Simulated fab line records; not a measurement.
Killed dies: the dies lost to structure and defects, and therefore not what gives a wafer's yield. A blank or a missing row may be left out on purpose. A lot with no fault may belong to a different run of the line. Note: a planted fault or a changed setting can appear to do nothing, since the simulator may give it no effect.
fab line records    flow n5-finfet
[record] lots = 7  wafers = 21
route steps=1938 shown BEOL_M0@721 BEOL_M1@770 BEOL_M2@841 BEOL_M3@969 BEOL_M5@1119 BEOL_M6@1198 BEOL_M7@1266
start-h: start of the lot's first displayed wafer, in hours after the record's first day    wait-h: hours elapsed since this lot's preceding step    " identical to the entry in the row above    L1.1+2: a single row standing in for several wafers    - no value present, or no start provided    * or withheld: withheld    < > ~ a bound
route shown NAME@n: a module of which the file shows steps, and the number in the route of the first    usual: the fault-free wafers' mean and standard deviation    same: alike in all rows    chamber/n: place in a boat    sites: per-site readings    _std_site: standard deviation of those values    _edge_site: the outer-site mean with the inner-site mean subtracted    radius-mm: how far each site lies from the wafer's centre    mask NAME#n: copy n    behind: the most recent tool/chamber to have shaped the wafer    hold: why the lot was held/for how many hours/how that ended    device: which transistor (n, p or np) failed to switch    end of line: at the end of the route, the tests of the same wafers    a step without rows: its recipe alone    killed: at the first sort, the dies lost to defects and structure; wafer yield is something else    map: the dies of a wafer, with x for killed, . for not killed, _ for no die there
set.NAME: the setting the step ran with; set.NAME@STEP: the setting that earlier step ran with    model.NAME: the simulator's own value behind a step, which no gauge read
lots with deliberately changed settings; one table per step, one row per wafer
[[steps]]
[step N5_BEOL_M0_TRENCH_ETCH_107]
[recipe] chemistry = C4F6/O2  target-depth-a = 328  target = SiOC  time-s = 16.4  ion-energy-ev = 250  pressure-mtorr = 30  source-w = 355  bias-w = 185  Ar_flow_sccm = 300  C4F6_flow_sccm = 10  O2_flow_sccm = 10
lot.wafer  tool         chamber  start-h  wait-h  set.target-depth-a  model.BEOL_M0.feature-depth-nm
L076.2     rie-diel-04  2        127.92   0.0     328                 33.4
L076.5     "            3        "        "       328                 33.2
L076.6     "            2        "        "       299.2               30
L077.1     rie-diel-01  2        133.72   0.0     328                 33
L077.3     "            1        "        "       328                 31.8
L077.5     "            1        "        "       303.2               29.6
L083.3     rie-diel-01  0        164.50   0.0     328                 32.6
L083.5     "            0        "        "       315.9               31.4
L083.6     "            3        "        "       328                 33
L084.2     rie-diel-01  2        173.21   0.0     328                 32.8
L084.5+6   "            3,0      "        "       288.6               28.8
L088.4     rie-diel-04  0        200.53   0.0     328                 32
L088.5     "            0        "        "       305                 29.2
L088.6     "            1        "        "       305                 30.2
L095.2     rie-diel-04  0        242.14   0.0     328                 31.8
L095.5     "            1        "        "       328                 32.8
L095.6     "            0        "        "       328                 31.4
L097.3     rie-diel-04  3        256.11   0.0     328                 33.6
L097.4     "            0        "        "       328                 31.8
L097.5     "            1        "        "       328                 32.8
[step N5_BEOL_M0_STRIP_142]
[recipe] chemistry = N2/H2  time-s = 10  power-w = 450  temp-c = 40  pressure-mtorr = 20  rf-frequency-hz = 6e+07  bias-power-w = 7  n2-flow-sccm = 200  h2-flow-sccm = 200
[step N5_BEOL_M0_OCD_MEAS_108]
[usual] trench-depth-nm = 32.6/0.81
lot.wafer  tool    chamber  start-h  wait-h  set.target-depth-a@BEOL_M0_TRENCH_ETCH_107  trench-depth-nm
L076.2     ocd-02  -        128.03   0.1     328                                         32.9
L076.5     "       -        "        "       328                                         32.9
L076.6     "       -        "        "       299.2                                       30.0
L077.1     ocd-01  -        133.82   0.1     328                                         32.8
L077.3     "       -        "        "       328                                         32.2
L077.5     "       -        "        "       303.2                                       29.3
L083.3     ocd-01  -        164.61   0.1     328                                         32.8
L083.5     "       -        "        "       315.9                                       31.1
L083.6     "       -        "        "       328                                         33.2
L084.2     ocd-02  -        173.32   0.1     328                                         33.0
L084.5     "       -        "        "       288.6                                       29.5
L084.6     "       -        "        "       288.6                                       28.4
L088.4     ocd-02  -        200.64   0.1     328                                         32.2
L088.5     "       -        "        "       305                                         29.0
L088.6     "       -        "        "       305                                         30.1
L095.2     ocd-02  -        242.25   0.1     328                                         31.2
L095.5     "       -        "        "       328                                         32.6
L095.6     "       -        "        "       328                                         31.5
L097.3     ocd-01  -        256.22   0.1     328                                         33.9
L097.4     "       -        "        "       328                                         31.6
L097.5     "       -        "        "       328                                         32.7
[step N5_BEOL_M1_ETCH_64]
[recipe] chemistry = N2/H2  target = SOC  target-depth-a = 750  overetch-a = 150  mask-material = SiARC  temp-c = 40  time-s = 112.5  ion-energy-ev = 200  pressure-mtorr = 30  source-w = 840  bias-w = 150  n2-flow-sccm = 200  h2-flow-sccm = 200
[usual] rf-vpp-V = 523/3.2
lot.wafer  tool         chamber  start-h  wait-h  set.source-w  rf-vpp-V
L076.2     rie-diel-02  1        134.20   0.0     773           537
L076.5     "            2        "        "       840           521
L076.6     "            3        "        "       773           538
L077.1     rie-diel-03  0        139.94   0.0     840           528
L077.3     "            2        "        "       725.1         549
L077.5     "            1        "        "       840           528
L083.3     rie-diel-03  1        168.66   0.0     900           516
L083.5     "            3        "        "       840           520
L083.6     "            0        "        "       840           526
L084.2     rie-diel-03  2        180.76   0.0     840           522
L084.5     "            2        "        "       840           523
L084.6     "            3        "        "       840           519
L088.4     rie-diel-06  2        206.24   0.0     840           523
L088.5     "            3        "        "       840           523
L088.6     "            2        "        "       840           523
L095.2     rie-diel-03  2        247.94   0.0     756.5         539
L095.5     "            1        "        "       840           529
L095.6     "            2        "        "       840           521
L097.3     rie-diel-03  0        263.23   0.0     840           527
L097.4     "            0        "        "       840           525
L097.5     "            2        "        "       840           522
[step N5_BEOL_M2_ILD_DEP_00]
[recipe] material = SiOC  target-thk-a = 790  temp-c = 350  precursor = DEMS/O2  pressure-torr = 5  rf-w = 500  time-s = 15.3
lot.wafer  tool      chamber  start-h  wait-h  set.time-s  model.SiOC_of_BEOL_M2_ILD_DEP_00.thk-nm
L076.2     pecvd-01  0        143.95   0.0     14.12       72.8
L076.5     "         0        "        "       15.3        79.8
L076.6     "         1        "        "       14.12       73.2
L077.1     pecvd-01  1        156.51   0.0     14.23       73.2
L077.3     "         0        "        "       15.3        77.6
L077.5     "         0        "        "       15.3        78.8
L083.3+5   pecvd-02  0,1      176.88   0.0     15.3        78.2
L083.6     "         2        "        "       14.58       75.4
L084.2     pecvd-04  0        187.26   0.0     15.3        78
L084.5     "         0        "        "       15.3        79.8
L084.6     "         2        "        "       15.3        80.4
L088.4     pecvd-02  0        215.02   0.1     15.3        79.4
L088.5     "         0        "        "       13.63       70.6
L088.6     "         1        "        "       15.3        78.2
L095.2     pecvd-01  0        254.45   0.0     15.3        78.8
L095.5     "         1        "        "       13.76       73.2
L095.6     "         0        "        "       15.3        80
L097.3     pecvd-02  0        269.57   0.0     15.3        77.2
L097.4     "         1        "        "       15.3        78.2
L097.5     "         0        "        "       15.3        79.2
[step N5_BEOL_M2_THK_MEAS_01]
[recipe] reads = SiOC_of_BEOL_M2_ILD_DEP_00
[usual] M2_ILD_THK = 78.5/1.3
lot.wafer  tool           chamber  start-h  wait-h  set.time-s@BEOL_M2_ILD_DEP_00  M2_ILD_THK[nm]
L076.2     film-metro-02  -        144.03   0.1     14.12                          72.8
L076.5     "              -        "        "       15.3                           79.8
L076.6     "              -        "        "       14.12                          73.2
L077.1     film-metro-01  -        156.57   0.0     14.23                          73.1
L077.3     "              -        "        "       15.3                           77.6
L077.5     "              -        "        "       15.3                           78.8
L083.3     film-metro-01  -        176.95   0.1     15.3                           78.3
L083.5     "              -        "        "       15.3                           78.3
L083.6     "              -        "        "       14.58                          75.5
L084.2     film-metro-01  -        187.33   0.1     15.3                           78.1
L084.5     "              -        "        "       15.3                           79.8
L084.6     "              -        "        "       15.3                           80.5
L088.4     film-metro-01  -        215.09   0.1     15.3                           79.4
L088.5     "              -        "        "       13.63                          70.6
L088.6     "              -        "        "       15.3                           78.2
L095.2     film-metro-02  -        254.52   0.1     15.3                           78.9
L095.5     "              -        "        "       13.76                          73.2
L095.6     "              -        "        "       15.3                           80.0
L097.3     film-metro-01  -        269.64   0.1     15.3                           77.3
L097.4     "              -        "        "       15.3                           78.3
L097.5     "              -        "        "       15.3                           79.3
[step N5_BEOL_M2_COAT_62]
[recipe] resist = SiARC  temp-c = 220  time-s = 60  spin-rpm = 1500  resist-thk-nm = 12
lot.wafer   tool            chamber  start-h  wait-h  set.spin-rpm  model.SiARC_of_BEOL_M2_COAT_62.thk-nm
L076.2+5+6  litho-track-03  0        -        -       1500          12
L077.1      litho-track-03  0        -        -       1500          12
L077.3+5    "               0        "        "       1573          11.6
L083.3+5+6  litho-track-05  0        -        -       1500          12
L084.2+5    litho-track-04  0        -        -       1420          12.4
L084.6      "               0        "        "       1500          12
L088.4+6    litho-track-05  0        -        -       1341          12.6
L088.5      "               0        "        "       1500          12
L095.2+6    litho-track-04  0        -        -       1500          12
L095.5      "               0        "        "       1410          12.4
L097.3+4+5  litho-track-03  0        -        -       1500          12
[step N5_BEOL_M2_COAT_73]
[recipe] resist = underlayer  temp-c = 205  time-s = 60  spin-rpm = 1500  resist-thk-nm = 5
[step N5_BEOL_M2_COAT_05]
[recipe] resist = CAR-EUV  spin-rpm = 1500  resist-thk-nm = 30
[step N5_BEOL_M2_DESCUM_16]
[recipe] chemistry = O2  time-s = 7  source-power-w = 50  bias-power-w = 20  pressure-mtorr = 20  rf-frequency-hz = 2.712e+07  temp-c = 40  resist = CAR-EUV  o2-flow-sccm = 225
[step N5_BEOL_M2_ETCH_74]
[recipe] chemistry = N2/H2  target = underlayer  target-depth-a = 65  mask-material = CAR-EUV  time-s = 5.2  ion-energy-ev = 200  pressure-mtorr = 30  source-w = 840  bias-w = 150  n2-flow-sccm = 200  h2-flow-sccm = 200  ends = cleared
[step N5_BEOL_M2_ETCH_63]
[recipe] chemistry = CF4  target = SiARC  target-depth-a = 156  mask-material = CAR-EUV  time-s = 26  ion-energy-ev = 80  pressure-mtorr = 40  source-w = 545  bias-w = 36  Ar_flow_sccm = 100  cf4-flow-sccm = 100  ends = cleared
lot.wafer  tool         chamber  start-h  wait-h  set.spin-rpm@BEOL_M2_COAT_62  model.etch.depth-nm
L076.2     rie-diel-05  2        146.54   0.0     1500                          12
L076.5     "            3        "        "       1500                          11.97
L076.6     "            2        "        "       1500                          11.99
L077.1     rie-diel-05  2        158.45   0.0     1500                          11.98
L077.3+5   "            0,3      "        "       1573                          11.69
L083.3     rie-diel-04  3        180.63   0.0     1500                          11.99
L083.5     "            3        "        "       1500                          12.04
L083.6     "            2        "        "       1500                          12.05
L084.2     rie-diel-04  2        189.82   0.0     1420                          12.37
L084.5     "            3        "        "       1420                          12.38
L084.6     "            2        "        "       1500                          12.06
L088.4     rie-diel-01  1        215.90   0.0     1341                          12.68
L088.5     "            2        "        "       1500                          12
L088.6     "            1        "        "       1341                          12.7
L095.2     rie-diel-01  1        256.79   0.0     1500                          12.01
L095.5     "            1        "        "       1410                          12.4
L095.6     "            0        "        "       1500                          11.99
L097.3     rie-diel-04  2        271.07   0.0     1500                          12
L097.4     "            3        "        "       1500                          11.99
L097.5     "            2        "        "       1500                          12.01
[step N5_BEOL_M3_DESCUM_33]
[recipe] chemistry = O2  time-s = 7  source-power-w = 50  bias-power-w = 20  pressure-mtorr = 20  rf-frequency-hz = 2.712e+07  temp-c = 40  resist = CAR-EUV  o2-flow-sccm = 225
lot.wafer   tool         chamber  start-h  wait-h  set.time-s  model.CAR-EUV_of_BEOL_M3_COAT_22.thk-nm
L076.2      rie-diel-03  2        160.25   0.0     7.847       25.8
L076.5+6    "            2,1      "        "       7.847       25.6
L077.1+3    rie-diel-02  0,2      167.05   0.0     7           26
L077.5      "            1        "        "       7           26.2
L083.3+5    rie-diel-02  3,2      190.92   0.0     7           26.2
L083.6      "            1        "        "       8.411       25.4
L084.2      rie-diel-06  0        198.63   0.0     8.153       25.6
L084.5      "            0        "        "       7           26.2
L084.6      "            3        "        "       8.153       25.4
L088.4+5    rie-diel-06  3        225.91   0.0     7           26
L088.6      "            2        "        "       8.417       25.4
L095.2+5    rie-diel-03  1        265.57   0.1     7.67        25.8
L095.6      "            2        "        "       7           26
L097.3+4+5  rie-diel-03  2,3,3    286.86   0.0     7           26.2
[step N5_BEOL_M5_COAT_71]
[recipe] resist = underlayer  temp-c = 205  time-s = 60  spin-rpm = 1500  resist-thk-nm = 5
lot.wafer   tool            chamber  start-h  wait-h  set.spin-rpm
L076.2      litho-track-03  0        -        -       1500
L076.5+6    "               0        "        "       1453
L077.1+3+5  litho-track-03  0        -        -       1500
L083.3      litho-track-01  0        -        -       1571
L083.5+6    "               0        "        "       1500
L084.2+6    litho-track-05  0        -        -       1337
L084.5      "               0        "        "       1500
L088.4      litho-track-03  0        -        -       1500
L088.5+6    "               0        "        "       1399
L095.2+6    litho-track-01  0        -        -       1500
L095.5      "               0        "        "       1627
L097.3+4+5  litho-track-05  0        -        -       1500
[step N5_BEOL_M5_COAT_05]
[recipe] resist = CAR-EUV  spin-rpm = 1500  resist-thk-nm = 30
[step N5_BEOL_M5_EBR_07]
[recipe] solvent = PGMEA  ebr-width-mm = 1.5
[step N5_BEOL_M5_DESCUM_16]
[recipe] chemistry = O2  time-s = 7  source-power-w = 50  bias-power-w = 20  pressure-mtorr = 20  rf-frequency-hz = 2.712e+07  temp-c = 40  resist = CAR-EUV  o2-flow-sccm = 225
[step N5_BEOL_M5_ETCH_72]
[recipe] chemistry = N2/H2  target = underlayer  target-depth-a = 65  mask-material = CAR-EUV  time-s = 5.2  ion-energy-ev = 200  pressure-mtorr = 30  source-w = 840  bias-w = 150  n2-flow-sccm = 200  h2-flow-sccm = 200  ends = cleared
lot.wafer  tool         chamber  start-h  wait-h  set.spin-rpm@BEOL_M5_COAT_71  model.etch.depth-nm
L076.2     rie-diel-02  2        183.98   0.0     1500                          5.026
L076.5     "            3        "        "       1453                          5.108
L076.6     "            2        "        "       1453                          5.099
L077.1+5   rie-diel-02  1,3      193.35   0.0     1500                          5.03
L077.3     "            0        "        "       1500                          5.039
L083.3     rie-diel-06  0        221.71   0.0     1571                          4.86
L083.5     "            0        "        "       1500                          4.968
L083.6     "            1        "        "       1500                          4.982
L084.2     rie-diel-02  0        224.94   0.0     1337                          5.294
L084.5     "            1        "        "       1500                          5.004
L084.6     "            2        "        "       1337                          5.29
L088.4     rie-diel-02  3        260.15   0.0     1500                          5.031
L088.5     "            0        "        "       1399                          5.206
L088.6     "            2        "        "       1399                          5.204
L095.2     rie-diel-02  0        288.76   0.0     1500                          4.98
L095.5     "            0        "        "       1627                          4.794
L095.6     "            2        "        "       1500                          4.971
L097.3     rie-diel-03  0        314.00   0.0     1500                          5.003
L097.4     "            3        "        "       1500                          4.997
L097.5     "            3        "        "       1500                          5.014
[step N5_BEOL_M6_HM_DEP_02]
[recipe] material = TiN  target-thk-a = 200  temp-c = 25  chamber-pressure-pa = 0.49996
lot.wafer   tool            chamber  start-h  wait-h  set.target-thk-a  model.TiN_of_BEOL_M6_HM_DEP_02.thk-nm
L076.2+5    pvd-sputter-03  -        196.25   1.9     185.2             18.4
L076.6      "               -        "        "       200               19.6
L077.1      pvd-sputter-02  -        205.33   1.9     183               18.6
L077.3      "               -        "        "       183               18.4
L077.5      "               -        "        "       200               20.4
L083.3      pvd-sputter-03  -        234.03   0.9     200               20
L083.5      "               -        "        "       223               22
L083.6      "               -        "        "       200               20.2
L084.2      pvd-sputter-01  -        237.62   1.0     207.6             20.4
L084.5      "               -        "        "       207.6             20.6
L084.6      "               -        "        "       200               19.8
L088.4      pvd-sputter-02  -        272.08   1.1     200               20.2
L088.5      "               -        "        "       200               19.8
L088.6      "               -        "        "       219.7             22.2
L095.2      pvd-sputter-02  -        299.01   0.5     177.8             17.6
L095.5      "               -        "        "       177.8             18
L095.6      "               -        "        "       200               19.8
L097.3+4+5  pvd-sputter-03  -        324.31   0.0     200               20
[step N5_BEOL_M6_COAT_59]
[recipe] resist = SOC  temp-c = 250  time-s = 60  spin-rpm = 1500  resist-thk-nm = 100
[step N5_BEOL_M6_COAT_60]
[recipe] resist = SiARC  temp-c = 220  time-s = 60  spin-rpm = 1500  resist-thk-nm = 35
[step N5_BEOL_M6_STRIP_68]
[recipe] chemistry = N2/H2  temp-c = 40  n2-flow-sccm = 200  h2-flow-sccm = 200  rf-frequency-hz = 6e+07
[step N5_BEOL_M6_STRIP_67]
[recipe] chemistry = CF4  resist = SiARC  power-w = 300  bias-power-w = 75  pressure-mtorr = 50  cf4-flow-sccm = 150  rf-frequency-hz = 6e+07
[step N5_BEOL_M6_HM_OPEN_17]
[recipe] chemistry = Cl2/BCl3  target-depth-a = 200  overetch-a = 60  target = TiN  mask-material = SOC  ion-energy-ev = 150  pressure-mtorr = 10  icp-w = 1000  bias-w = 126  Cl2_flow_sccm = 53.25  bcl3-flow-sccm = 21.75  Ar_flow_sccm = 25
lot.wafer  tool          chamber  start-h  wait-h  set.target-thk-a@BEOL_M6_HM_DEP_02  model.etch.depth-nm
L076.2     rie-metal-03  1        197.12   0.0     185.2                               18.31
L076.5     "             0        "        "       185.2                               18.3
L076.6     "             1        "        "       200                                 19.59
L077.1     rie-metal-02  0        206.19   0.0     183                                 18.6
L077.3     "             1        "        "       183                                 18.44
L077.5     "             0        "        "       200                                 20.47
L083.3     rie-metal-03  1        235.55   0.1     200                                 19.94
L083.5     "             0        "        "       223                                 21.91
L083.6     "             1        "        "       200                                 20.13
L084.2     rie-metal-03  1        238.49   0.0     207.6                               20.36
L084.5     "             0        "        "       207.6                               20.52
L084.6     "             1        "        "       200                                 19.76
L088.4     rie-metal-01  0        273.02   0.1     200                                 20.19
L088.5     "             0        "        "       200                                 19.77
L088.6     "             1        "        "       219.7                               22.19
L095.2     rie-metal-02  1        299.78   0.1     177.8                               17.54
L095.5     "             1        "        "       177.8                               18.08
L095.6     "             1        "        "       200                                 19.7
L097.3     rie-metal-01  1        325.21   0.1     200                                 19.94
L097.4+5   "             0        "        "       200                                 20.01
[step N5_BEOL_M6_STRIP_19]
[recipe] chemistry = O2  power-w = 400  temp-c = 40  pressure-mtorr = 30  rf-frequency-hz = 6e+07  bias-power-w = 0  overash-fraction = 0.2  o2-flow-sccm = 225
[step N5_BEOL_M6_STRIP_76]
[recipe] chemistry = C4F6/O2  resist = SiARC  rf-frequency-hz = 6e+07
[step N5_BEOL_M6_STRIP_36]
[recipe] chemistry = N2/H2  power-w = 450  temp-c = 40  pressure-mtorr = 20  rf-frequency-hz = 6e+07  overash-fraction = 0.3  bias-power-w = 7  h2-frac = 0.5  n2-flow-sccm = 200  h2-flow-sccm = 200
[step N5_BEOL_M6_TRENCH_ETCH_37]
[recipe] chemistry = C4F6/O2  target-depth-a = 944.35  target = SiCOH_lowk  time-s = 31.5  ion-energy-ev = 250  pressure-mtorr = 30  source-w = 345  bias-w = 185  Ar_flow_sccm = 300  C4F6_flow_sccm = 10  O2_flow_sccm = 10
lot.wafer  tool         chamber  start-h  wait-h  set.target-thk-a@BEOL_M6_HM_DEP_02  model.TiN_of_BEOL_M6_HM_DEP_02.thk-nm
L076.2+5   rie-diel-01  1,2      -        -       185.2                               15.8
L076.6     "            3        "        "       200                                 16.8
L077.1     rie-diel-05  2        -        -       183                                 16.2
L077.3     "            0        "        "       183                                 15.6
L077.5     "            3        "        "       200                                 17.8
L083.3     rie-diel-05  3        -        -       200                                 17.2
L083.5     "            3        "        "       223                                 19.2
L083.6     "            0        "        "       200                                 17.4
L084.2+5   rie-diel-01  1,0      -        -       207.6                               17.8
L084.6     "            1        "        "       200                                 17.2
L088.4     rie-diel-04  3        -        -       200                                 17.4
L088.5     "            3        "        "       200                                 17
L088.6     "            2        "        "       219.7                               19.4
L095.2     rie-diel-05  3        -        -       177.8                               14.8
L095.5     "            1        "        "       177.8                               15.4
L095.6     "            0        "        "       200                                 17
L097.3+4   rie-diel-04  0,1      -        -       200                                 17.4
L097.5     "            2        "        "       200                                 17.2
[step N5_BEOL_M7_PECVD_70]
[recipe] material = SiO2  target-thk-a = 200  temp-c = 400  precursor = TEOS/O2  pressure-torr = 5.5  rf-w = 450  teos-flow-sccm = 53.8  gas = O2  flow-sccm = 3000  time-s = 22.7
lot.wafer  tool      chamber  start-h  wait-h  set.temp-c  model.SiO2_of_BEOL_M7_PECVD_70.thk-nm
L076.2     pecvd-03  2        204.21   0.0     400         20
L076.5     "         2        "        "       406.4       19.4
L076.6     "         1        "        "       400         20.2
L077.1+5   pecvd-03  0,2      211.99   0.0     405.5       19.6
L077.3     "         1        "        "       400         20
L083.3     pecvd-03  2        240.41   0.1     400         20.4
L083.5     "         2        "        "       400         20.2
L083.6     "         1        "        "       392.3       21.2
L084.2     pecvd-03  2        245.25   0.0     416.3       18.2
L084.5     "         2        "        "       400         20.2
L084.6     "         1        "        "       400         20.4
L088.4     pecvd-03  0        278.39   0.1     400         20
L088.5+6   "         2,1      "        "       400         20.2
L095.2     pecvd-03  2        304.61   0.0     400         20.4
L095.5     "         2        "        "       390.4       22.2
L095.6     "         0        "        "       390.4       21.8
L097.3     pecvd-03  1        331.81   0.0     400         20.4
L097.4+5   "         1,0      "        "       400         20.6
[[key]]
[split] step = N5_BEOL_M0_TRENCH_ETCH_107  setting = target-depth-a  stated = 328  by = wafer
[response] step = N5_BEOL_M0_TRENCH_ETCH_107  reading = model.BEOL_M0.feature-depth-nm  change = +0.35  per = 1%  r = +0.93
[response] step = N5_BEOL_M0_OCD_MEAS_108  reading = trench-depth-nm  change = +0.364  per = 1%  r = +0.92
[split] step = N5_BEOL_M1_ETCH_64  setting = source-w  stated = 840  by = wafer
[response] step = N5_BEOL_M1_ETCH_64  reading = rf-vpp-V  change = -1.53  per = 1%  r = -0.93
[split] step = N5_BEOL_M2_ILD_DEP_00  setting = time-s  stated = 15.3  by = wafer
[response] step = N5_BEOL_M2_ILD_DEP_00  reading = model.SiOC_of_BEOL_M2_ILD_DEP_00.thk-nm  change = +0.719  per = 1%  r = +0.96
[response] step = N5_BEOL_M2_THK_MEAS_01  reading = M2_ILD_THK  change = +0.722  per = 1%  r = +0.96
[split] step = N5_BEOL_M2_COAT_62  setting = spin-rpm  stated = 1500  by = wafer
[response] step = N5_BEOL_M2_COAT_62  reading = model.SiARC_of_BEOL_M2_COAT_62.thk-nm  change = -0.064  per = 1%  r = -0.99
[response] step = N5_BEOL_M2_ETCH_63  reading = model.etch.depth-nm  change = -0.0639  per = 1%  r = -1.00
[split] step = N5_BEOL_M3_DESCUM_33  setting = time-s  stated = 7  by = wafer
[response] step = N5_BEOL_M3_DESCUM_33  reading = model.CAR-EUV_of_BEOL_M3_COAT_22.thk-nm  change = -0.0354  per = 1%  r = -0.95
[split] step = N5_BEOL_M5_COAT_71  setting = spin-rpm  stated = 1500  by = wafer
[response] step = N5_BEOL_M5_ETCH_72  reading = model.etch.depth-nm  change = -0.0248  per = 1%  r = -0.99
[split] step = N5_BEOL_M6_HM_DEP_02  setting = target-thk-a  stated = 200  by = wafer
[response] step = N5_BEOL_M6_HM_DEP_02  reading = model.TiN_of_BEOL_M6_HM_DEP_02.thk-nm  change = +0.189  per = 1%  r = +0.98
[response] step = N5_BEOL_M6_HM_OPEN_17  reading = model.etch.depth-nm  change = +0.188  per = 1%  r = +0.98
[response] step = N5_BEOL_M6_TRENCH_ETCH_37  reading = model.TiN_of_BEOL_M6_HM_DEP_02.thk-nm  change = +0.183  per = 1%  r = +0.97
[split] step = N5_BEOL_M7_PECVD_70  setting = temp-c  stated = 400  by = wafer
[response] step = N5_BEOL_M7_PECVD_70  reading = model.SiO2_of_BEOL_M7_PECVD_70.thk-nm  change = -0.518  per = 1%  r = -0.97
